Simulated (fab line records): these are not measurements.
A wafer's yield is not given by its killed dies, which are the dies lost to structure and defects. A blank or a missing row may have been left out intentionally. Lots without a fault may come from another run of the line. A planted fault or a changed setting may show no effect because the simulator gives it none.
8D (eight disciplines) problem report, filled in by code -- flow n5-finfet -- the parts of the form that need people (team, actions taken, sign-off) are left out

== 1. WHAT IS WRONG ==
CJ_P at N5_BEOL_M4_RC_MEAS_101 reads a mean of 4.54 on 1 wafer of 1 lot; wafers without a fault read 5.78 with a standard deviation of 0.18. Measured from the usual mean, that is -6.9 standard deviations.
Seen first at day 12 00:05 on prober-02, wafer L672.4. The record holds 29 wafers of 10 lots with a number at this step. Rule for "out", or "out of limits": more than 4 standard deviations from the usual mean. The rest of the wafers with a number are treated as sound.

== 2. WHAT IT IS; WHAT IT IS NOT ==
question,is,is not
which readings at this step,"CJ_P, CJ_N, RS_PWELL","DIBL_N, DIBL_P, IOFF_N, IOFF_P, ION_N, ION_P, SS_N, SS_P, VT_N, VT_P"
which lots,L672,"L655, L656, L657, L658, L660, L661, L662, L663, L678"
which wafers of those lots,L672.4,"L672.3, L672.5"
read on which gauges,prober-02,prober-01
when,from day 12 00:05,up to then (25 sound wafers); but 3 sound wafers of L678 came after

== 3. THE SUSPECTS, EACH WITH WHAT RULES IT OUT ==
Counting: any tool at a process step up to the reading remains a suspect provided it ran every lot that is out. Sound lots after the first of them don't rule it out here, since some wafers of a struck lot are sound.
- the gauge at N5_BEOL_M4_RC_MEAS_101: kept. All the wafers that are out were read on prober-02, and no step on other tools shows them out.
- pecvd-03 at N5_ZERO_LAYER_PECVD_02 (deposits SiO2 from SiH4/N2O, target thk 10 nm, time 6 s): kept. L672, the lot that is out, went through it at day 5 18:18; up to then, the latest sound lot through it was L663 at day 3 12:18.
- pvd-sputter-02 at N5_BEOL_M4_SURFACE_TREAT_85: kept. L672, the lot that is out, went through it at day 11 20:40; up to then, the latest sound lot through it was L663 at day 9 07:53.
- pvd-sputter-03 at N5_BEOL_M4_SPUTTER_79 (material Cu, target thk 4.5 nm, time 8.29 s): kept. L672, the lot that is out, went through it at day 11 21:07; up to then, the latest sound lot through it was L662 at day 9 08:40.
- Within pecvd-03 at N5_ZERO_LAYER_PECVD_02: the wafers that are out ran in chamber 1; their sound lot-mates ran in chamber 0.
Left after counting: pecvd-03 at N5_ZERO_LAYER_PECVD_02, pvd-sputter-02 at N5_BEOL_M4_SURFACE_TREAT_85, pvd-sputter-03 at N5_BEOL_M4_SPUTTER_79, prober-02 at N5_BEOL_M4_RC_MEAS_101.

== 4. THE CAUSE (what the simulator had put in) ==
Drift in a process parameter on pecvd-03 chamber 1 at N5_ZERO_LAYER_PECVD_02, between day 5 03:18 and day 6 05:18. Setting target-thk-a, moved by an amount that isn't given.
4 suspects survive the count, and this tool is in that group.

== 5. THE EFFECT CHAIN, in route order ==
Rows list readings where the struck wafers' mean (over those with a number) sits beyond 3 standard deviations from the usual. Only readings for which the record gives a usual standard deviation are gone through. hours: the time from each lot's start at the first step in this table that gives one to its start at this step, as a median over the lots. sigmas: the change in usual standard deviations.
hours,step,reading,usual,on struck wafers,change,sigmas
0,N5_BEOL_M4_RC_MEAS_101,CJ_N,4.33,4.81,+0.48,+5.3
0,N5_BEOL_M4_RC_MEAS_101,CJ_P,5.78,4.54,-1.24,-6.9
0,N5_BEOL_M4_RC_MEAS_101,RS_PWELL,3015 ohm/sq,3101,+86,+4.1

== 6. WHAT WOULD HAVE CAUGHT IT SOONER ==
The first out-of-limits reading at a measuring or inspecting step in this record came at day 12 00:05, 165 hours after the fault's start at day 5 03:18.
No tool reading at N5_ZERO_LAYER_PECVD_02 that has a usual standard deviation in the record was out on any struck wafer, so an alarm limit of 4 standard deviations on those readings would not have fired.
By day 12 00:05, every lot that is out (1) had started N5_ZERO_LAYER_PECVD_02 on pecvd-03. Tool hold at that time: it would have spared none of them.
